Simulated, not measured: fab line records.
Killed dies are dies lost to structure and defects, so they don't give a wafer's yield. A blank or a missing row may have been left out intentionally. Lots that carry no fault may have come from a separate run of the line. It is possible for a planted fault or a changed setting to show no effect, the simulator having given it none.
fab line records	flow nandHarc
[record] lots = 12	wafers = 36	lastDay = 25
route steps=1159 shown A_WL_FILL@813 A_CONTACT@863 END@1159
lots untouched by any fault: they come from a run of this same line in which no faults occurred
startH: the number of hours between the record's first day and the start of the first shown wafer of the lot	waitH: how many hours have passed since the lot's step before this one	" identical to the entry in the row above	L1.1+2: a row that stands for several wafers	- either no value or no given start	* or withheld: withheld	< > ~ a bound
route shown NAME@n: names a module that has steps shown in the file, with the first one's number in the route	usual: mean and standard deviation over wafers with no fault	same: alike in all rows	chamber/n: place in a boat	sites: the reading at each site	_std_site: standard deviation across them	_edge_site: mean of outer sites minus mean of inner sites	radiusMm: how far each site lies from the wafer's centre	mask NAME#n: copy n	behind: the most recent tool/chamber to have shaped the wafer	hold: cause of the lot's hold/its duration in hours/its outcome	device: the transistor (n, p or np) that didn't switch	end of line: the tests these same wafers got at the end of their route	a step with no rows: only its recipe	killed: the dies lost at the first sort to structure and to defects; this is not the yield of the wafer	map: the dies of a wafer, with x for killed, . for not killed, _ for no die there
set.NAME: the run value of the setting; set.NAME@STEP: its run value at that earlier step	model.NAME: the simulator's own value behind a step, which no gauge read
a sample of lots followed through the steps of the route, with each step as a table and each wafer as a row
services: the hour from which a tool's chamber was out of use, counted from the record's first day as startH (under 0 if before that day), plus the number of hours and why
[[steps]]
[step NHARC_A_WL_FILL_CVD_03]
[recipe] targetThkA = 400	tempC = 300	pressureTorr = 40	wf6FlowSccm = 40	h2FlowSccm = 1600	arFlowSccm = 1560	timeS = 3302	material = W
[usual] heaterPowerW = 484/50	throttleValvePct = 8.0/0.39
[same] timeS = 3302
lot.wafer	tool	chamber	startH	waitH	heaterPowerW	throttleValvePct
L634.3	cvdW-02	0	336.77	1.0	545	7.9
L634.4	"	1	"	"	432	8.3
L634.5	"	0	"	"	518	7.8
L635.2	cvdW-02	1	338.64	2.5	441	8.3
L635.4	"	1	"	"	423	8.5
L635.5	"	1	"	"	445	8.4
L637.1	cvdW-02	1	349.56	0.7	436	8.4
L637.4	"	1	"	"	422	8.3
L637.5	"	1	"	"	426	8.4
L638.1	cvdW-01	0	354.73	0.1	422	7.8
L638.3	"	0	"	"	435	7.7
L638.4	"	1	"	"	511	8.1
L646.2	cvdW-01	0	404.70	0.5	434	7.6
L646.3	"	1	"	"	528	8.3
L646.5	"	1	"	"	523	8.6
L649.3	cvdW-01	0	420.99	6.6	430	7.7
L649.5	"	1	"	"	538	8.6
L649.6	"	0	"	"	427	8.2
L651.3	cvdW-02	0	431.11	2.6	541	7.4
L651.4	"	1	"	"	438	8.5
L651.5	"	0	"	"	533	7.5
L653.1	cvdW-01	1	443.89	1.9	533	8.6
L653.3	"	1	"	"	532	8.3
L653.5	"	1	"	"	516	8.6
L652.3	cvdW-02	1	445.02	2.9	446	8.2
L652.5	"	1	"	"	452	8.3
L652.6	"	0	"	"	537	7.5
L654.1	cvdW-01	0	454.74	2.2	428	7.8
L654.3	"	1	"	"	528	8.3
L654.6	"	0	456.62	4.0	428	8.1
L655.1	cvdW-02	0	485.50	5.8	548	7.2
L655.3	"	0	"	"	533	7.5
L655.5	"	1	"	"	460	8.3
L656.2	cvdW-02	0	487.83	8.0	557	7.5
L656.4	"	0	"	"	538	7.5
L656.5	"	0	"	"	553	7.4
[step NHARC_A_WL_FILL_STRIP_27]
[recipe] powerW = 1500	tempC = 250	timeS = 20	chemistry = N2/H2
[usual] drypumpMotorCurrentA = 5.77/0.046	heaterPowerW = 335/27
[same] timeS = 20
lot.wafer	tool	chamber	startH	waitH	drypumpMotorCurrentA	heaterPowerW	rfHoursCounterH
L634.3	plasmaAsher-01	0	339.55	0.1	5.75	375	-
L634.4	"	1	"	"	5.73	321	-
L634.5	"	1	"	"	5.75	308	-
L635.2	plasmaAsher-01	0	342.30	0.1	5.74	371	18
L635.4	"	1	"	"	5.76	319	-
L635.5	"	0	"	"	5.74	368	-
L637.1	plasmaAsher-02	0	353.26	0.1	5.82	291	53
L637.4	"	1	"	"	5.71	356	-
L637.5	"	0	"	"	5.83	299	-
L638.1	plasmaAsher-01	0	358.51	0.2	5.79	374	23
L638.4	"	1	"	"	5.79	307	-
L638.3	"	0	"	"	5.77	368	-
L646.2	plasmaAsher-02	1	407.90	0.1	5.74	358	14
L646.3	"	0	"	"	5.85	302	-
L646.5	"	0	"	"	5.84	306	-
L649.3	plasmaAsher-01	0	423.35	0.2	5.74	374	-
L649.5	"	1	"	"	5.72	318	-
L649.6	"	0	"	"	5.72	374	-
L651.4	plasmaAsher-02	0	433.92	0.2	5.81	310	-
L651.3	"	1	"	"	5.73	351	-
L651.5	"	1	"	"	5.72	357	-
L653.1	plasmaAsher-02	1	447.61	0.1	5.72	351	29
L653.3	"	0	"	"	5.80	310	-
L653.5	"	1	"	"	5.73	356	-
L652.3	plasmaAsher-01	1	447.82	0.2	5.74	312	-
L652.6	"	0	"	"	5.74	360	-
L652.5	"	1	"	"	5.74	313	-
L654.1	plasmaAsher-02	1	457.95	0.1	5.71	353	35
L654.3	"	1	"	"	5.71	349	-
L654.6	"	0	"	"	5.81	306	-
L655.1	plasmaAsher-02	1	488.72	0.2	5.72	349	45
L655.3	"	0	"	"	5.86	312	-
L655.5	"	0	"	"	5.87	299	-
L656.2	plasmaAsher-02	1	491.86	0.4	5.72	357	47
L656.4	"	1	"	"	5.71	345	-
L656.5	"	0	"	"	5.85	307	-
[step NHARC_A_WL_FILL_CMP_12]
[recipe] tOverpolishS = 30	targetThkNm = 75
[usual] edgeZonePressureFrac = 1.001/0.0049	motorCurrentA = 11.9/1.2	overpolishRunS = 29.999/0.0089	timeToEndpointS = 14.5/2.2
lot.wafer	tool	chamber	startH	waitH	edgeZonePressureFrac	motorCurrentA	overpolishRunS	timeToEndpointS
L635.4	cmp-01	2	360.67	2.2	0.999	12.5	30.003	13.1
L635.2	"	1	"	"	0.991	9.8	30.012	17.8
L635.5	"	3	"	"	0.998	12.4	30.005	12.7
L634.3	cmp-01	3	362.58	2.9	1.001	13.0	30.001	14.5
L634.4	"	0	"	"	0.999	10.8	29.991	15.9
L634.5	"	3	"	"	0.999	12.1	30.000	15.0
L637.4	cmp-04	3	375.89	2.2	0.999	10.8	29.999	14.6
L637.1	"	0	"	"	1.005	13.9	29.990	12.8
L637.5	"	3	"	"	0.992	10.9	29.995	15.3
L638.1	cmp-01	3	385.44	4.3	1.008	12.6	29.984	12.9
L638.4	"	0	"	"	0.999	11.6	30.004	14.3
L638.3	"	2	"	"	1.009	12.2	29.991	12.2
L646.2	cmp-01	0	434.92	3.6	-	-	-	-
L646.3	"	2	"	"	-	-	-	-
L646.5	"	0	"	"	-	-	-	-
L649.3	cmp-01	0	444.12	2.2	-	-	-	-
L649.5	"	2	"	"	-	-	-	-
L649.6	"	3	"	"	-	-	-	-
L651.4	cmp-01	2	454.57	2.1	1.000	12.9	29.987	10.3
L651.3	"	1	"	"	0.996	9.0	30.014	13.1
L651.5	"	2	"	"	0.999	12.3	29.998	9.4
L653.1	cmp-04	3	468.48	4.3	0.990	11.3	30.007	14.9
L653.3	"	0	"	"	0.992	14.3	30.006	12.5
L653.5	"	0	"	"	0.997	14.9	30.006	13.0
L652.3	cmp-01	0	469.00	3.0	1.000	11.6	29.997	15.2
L652.6	"	1	"	"	0.995	9.4	29.996	14.1
L652.5	"	2	"	"	0.996	12.2	30.000	13.8
L654.3	cmp-04	2	481.45	2.9	0.997	11.7	30.002	14.9
L654.1	"	1	"	"	1.007	10.7	30.005	14.2
L654.6	"	3	"	"	1.001	10.7	29.998	16.4
L655.1	cmp-01	3	513.16	4.3	1.013	11.5	29.992	16.1
L655.3	"	0	"	"	0.994	12.3	30.007	17.6
L655.5	"	3	"	"	1.010	12.3	29.992	15.2
L656.2	cmp-04	2	514.68	4.3	1.001	12.3	29.994	14.8
L656.4	"	1	"	"	0.991	11.4	30.000	14.4
L656.5	"	2	"	"	1.003	12.3	30.010	14.4
[step NHARC_A_WL_FILL_INSPECT_15]
[usual] rawDefectCount = 367/120
lot.wafer	tool	chamber	startH	waitH	rawDefectCount
L635.2	defectInspect-01	-	361.13	0.0	731
L635.4	"	-	"	"	430
L635.5	"	-	"	"	386
L634.3	defectInspect-01	-	363.03	0.0	429
L634.4	"	-	"	"	524
L634.5	"	-	"	"	441
L637.1	defectInspect-02	-	376.33	0.0	415
L637.4	"	-	"	"	467
L637.5	"	-	"	"	384
L638.1	defectInspect-01	-	385.91	0.0	294
L638.3	"	-	"	"	310
L638.4	"	-	"	"	230
L646.2	defectInspect-02	-	435.36	0.0	2416
L646.3	"	-	"	"	2323
L646.5	"	-	"	"	2262
L649.3	defectInspect-02	-	444.55	0.0	2310
L649.5	"	-	"	"	2178
L649.6	"	-	"	"	2241
L651.3	defectInspect-02	-	455.06	0.0	300
L651.4	"	-	"	"	491
L651.5	"	-	"	"	280
L653.1	defectInspect-02	-	468.97	0.0	477
L653.3	"	-	"	"	319
L653.5	"	-	"	"	389
L652.3	defectInspect-02	-	469.42	0.0	356
L652.5	"	-	"	"	292
L652.6	"	-	"	"	397
L654.1	defectInspect-01	-	481.92	0.0	624
L654.3	"	-	"	"	370
L654.6	"	-	"	"	428
L655.1	defectInspect-02	-	513.62	0.0	445
L655.3	"	-	"	"	329
L655.5	"	-	"	"	229
L656.2	defectInspect-02	-	515.17	0.0	291
L656.4	"	-	"	"	303
L656.5	"	-	"	"	377
[step NHARC_A_CONTACT_ETCH_112]
[recipe] sourceW = withheld	pressureMtorr = 20	biasV = 3000	timeS = 94	targetDepthA = 9220	arFlowSccm = withheld	c4f8FlowSccm = withheld	o2FlowSccm = withheld	chemistry = C4F8/O2/Ar
[usual] oesAirLineAu = 1.000/0.022
[same] timeS = 94
lot.wafer	tool	chamber	startH	waitH	oesAirLineAu	rfHoursCounterH
L635.2	harCapEtch-02	0	368.40	0.1	0.993	7
L635.4	"	1	"	"	1.014	-
L635.5	"	1	"	"	0.987	-
L634.4	harCapEtch-03	1	369.14	0.1	0.988	-
L634.3	"	0	"	"	1.012	-
L634.5	"	1	"	"	0.997	-
L637.1	harCapEtch-03	1	381.50	0.1	1.012	87
L637.4	"	1	"	"	1.022	-
L637.5	"	1	"	"	1.009	-
L638.1	harCapEtch-03	0	391.62	0.1	1.027	89
L638.3	"	1	"	"	0.964	-
L638.4	"	0	"	"	1.036	-
L651.3	harCapEtch-02	0	460.40	0.2	0.965	-
L651.4	"	1	"	"	0.978	-
L651.5	"	0	"	"	0.983	-
L653.1	harCapEtch-01	0	474.60	0.1	0.971	77
L653.3	"	1	"	"	1.025	-
L653.5	"	1	"	"	1.005	-
L652.3	harCapEtch-03	1	475.54	0.2	0.981	-
L652.5	"	0	"	"	1.002	-
L652.6	"	1	"	"	0.977	-
L654.1	harCapEtch-02	0	489.41	0.1	1.062	26
L654.3	"	0	"	"	1.012	-
L654.6	"	1	"	"	1.007	-
L655.1	harCapEtch-02	1	518.96	0.1	1.021	30
L655.3	"	0	"	"	1.007	-
L655.5	"	0	"	"	0.963	-
L656.2	harCapEtch-02	0	523.11	0.1	0.986	31
L656.4	"	1	"	"	1.007	-
L656.5	"	0	"	"	1.001	-
[step NHARC_END_SORT_01]
[recipe] tempC = 25
[usual] killedAtArray = 28/11	killedAtOther = 0.7/1.1	killedAtPeriphery = 2.9/2	killedDies = 32/11	killedOpen = 3.2/1.8	killedShort = 2.0/1.4
[same] grossDies = 677
lot.wafer	tool	chamber	startH	waitH	killedAtArray	killedAtOther	killedAtPeriphery	killedDies	killedOpen	killedShort
L646.2	prober-02	0	510.78	2.7	674	0	3	677	2	1
L646.3	prober-02	0	511.57	3.1	676	0	1	677	3	2
L646.5	prober-02	0	513.16	3.7	676	0	1	677	2	1
L649.3	prober-01	0	518.67	3.1	673	0	4	677	2	2
L649.5	prober-01	0	520.26	3.7	675	0	2	677	1	3
L649.6	prober-01	0	521.06	4.0	674	0	3	677	3	0
// killed by level:class
L646.2 A_WL_FILL:areaCmp=664 A_CONTACT:chamberFilmFlake=3 A_CHANNEL_HOLE_D1:chamberFilmFlake=2 P_M0:geometricParticle:open=1 A_ONON_D1:geometricParticle:short=1 A_CHANNEL_FILL_D1:geometricParticle:open=1 P_STI:chamberFilmFlake=1 P_M1:chamberFilmFlake=1
L646.3 A_WL_FILL:areaCmp=663 A_CHANNEL_HOLE_D1:chamberFilmFlake=3 A_CONTACT:chamberFilmFlake=3 A_SGD_CUT:chamberFilmFlake=2 P_M1:geometricParticle:open=1 A_ONON_D1:geometricParticle:short=1 A_SLIT:geometricParticle:open=1 A_WL_FILL:geometricParticle:open=1
L646.5 A_WL_FILL:areaCmp=665 A_CHANNEL_HOLE_D1:chamberFilmFlake=5 A_SGD_CUT:chamberFilmFlake=2 P_BONDPAD:geometricParticle:open=1 A_BLC:geometricParticle:open=1 A_M1:geometricParticle:short=1 A_WL_FILL:chamberFilmFlake=1 A_CONTACT:chamberFilmFlake=1
L649.3 A_WL_FILL:areaCmp=638 A_CHANNEL_HOLE_D1:chamberFilmFlake=15 A_SLIT:chamberFilmFlake=11 A_CONTACT:chamberFilmFlake=5 P_ZERO_WELL:chamberFilmFlake=3 P_CONTACT:geometricParticle:open=1 A_ONON_D1:geometricParticle:short=1 A_M0:geometricParticle:open=1
L649.5 A_WL_FILL:areaCmp=632 A_CHANNEL_HOLE_D1:chamberFilmFlake=22 A_SLIT:chamberFilmFlake=13 A_CONTACT:chamberFilmFlake=3 A_STAIRCASE:chamberFilmFlake=2 P_GATE:geometricParticle:short=1 P_CONTACT:geometricParticle:short=1 A_ONON_D1:geometricParticle:open=1
L649.6 A_WL_FILL:areaCmp=641 A_CHANNEL_HOLE_D1:chamberFilmFlake=17 A_SLIT:chamberFilmFlake=9 A_CONTACT:chamberFilmFlake=5 P_CONTACT:geometricParticle:open=1 P_M0:geometricParticle:open=1 A_M0:geometricParticle:open=1 P_GATE:chamberFilmFlake=1
[[services]]
tool	chamber	startH	hours	kind
plasmaAsher-01	-	336.53	1.8	repair
plasmaAsher-02	-	360.67	9.0	pm
plasmaAsher-02	0	360.67	9.0	ventCycle
plasmaAsher-02	1	360.67	9.0	ventCycle
cmp-04	-	364.01	3.6	repair
plasmaAsher-02	0	369.67	-	clean
plasmaAsher-02	1	369.67	-	clean
cmp-01	-	375.50	4.0	pm
cvdW-02	-	377.15	13.0	pm
cmp-01	-	379.50	-	consumableReplace:conditioner
cmp-01	-	379.50	-	consumableReplace:pad
plasmaAsher-01	-	381.93	6.6	repair
cmp-04	-	407.49	4.0	pm
harCapEtch-02	-	407.79	0.4	repair
cvdW-02	0	408.94	4.0	repair
cmp-01	-	422.37	7.6	repair
plasmaAsher-01	-	453.36	9.0	pm
cmp-01	-	455.11	1.2	repair
cmp-01	-	473.50	4.0	pm
cmp-01	-	477.50	-	consumableReplace:conditioner
cmp-01	-	477.50	-	consumableReplace:pad
cvdW-01	-	480.72	13.0	pm
plasmaAsher-01	-	483.68	0.7	repair
cmp-04	-	505.50	4.0	pm
[[key]]
[firstSign] step = NHARC_A_WL_FILL_CMP_12	reading = toolRecord	direction = missing
[effect] step = NHARC_A_WL_FILL_INSPECT_15	reading = rawDefectCount	direction = up	sigmas = 16	usual = 367	struck = 2288
[effect] step = NHARC_END_SORT_01	reading = killedAtArray	direction = up	sigmas = 59	usual = 28	struck = 675
[moreKillsBornAt] NHARC_A_WL_FILL_CMP_12@cmp-01 = 3902
metAt NHARC_A_WL_FILL_CMP_12
struckLots L646,L649
laterRowsLeftOut L646.2,L646.3,L646.5,L649.3,L649.5,L649.6
testerLeftOut L646,L649
notActingAt NHARC_A_WL_FILL_CVD_03,NHARC_A_WL_FILL_STRIP_27,NHARC_A_CONTACT_ETCH_112
onsetBetween 385.44 434.92
[fault] kind = skippedStepWhole	tool = cmp-01	chamber = -	onsetH = 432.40	steps = NHARC_A_WL_FILL_CMP_12	scope = struckLotsOnly
// testerLeftOut: of these lots the tester's yield and bins aren't shown, on N5 and GAA mostly nor the transistor test; their killed dies are dies lost to structure and defects alone, not to doping, threshold or leakage, so they don't give the yield
// laterRowsLeftOut: the simulator's readings of these wafers behind a module that went badly wrong aren't trusted and aren't shown, but for the sort
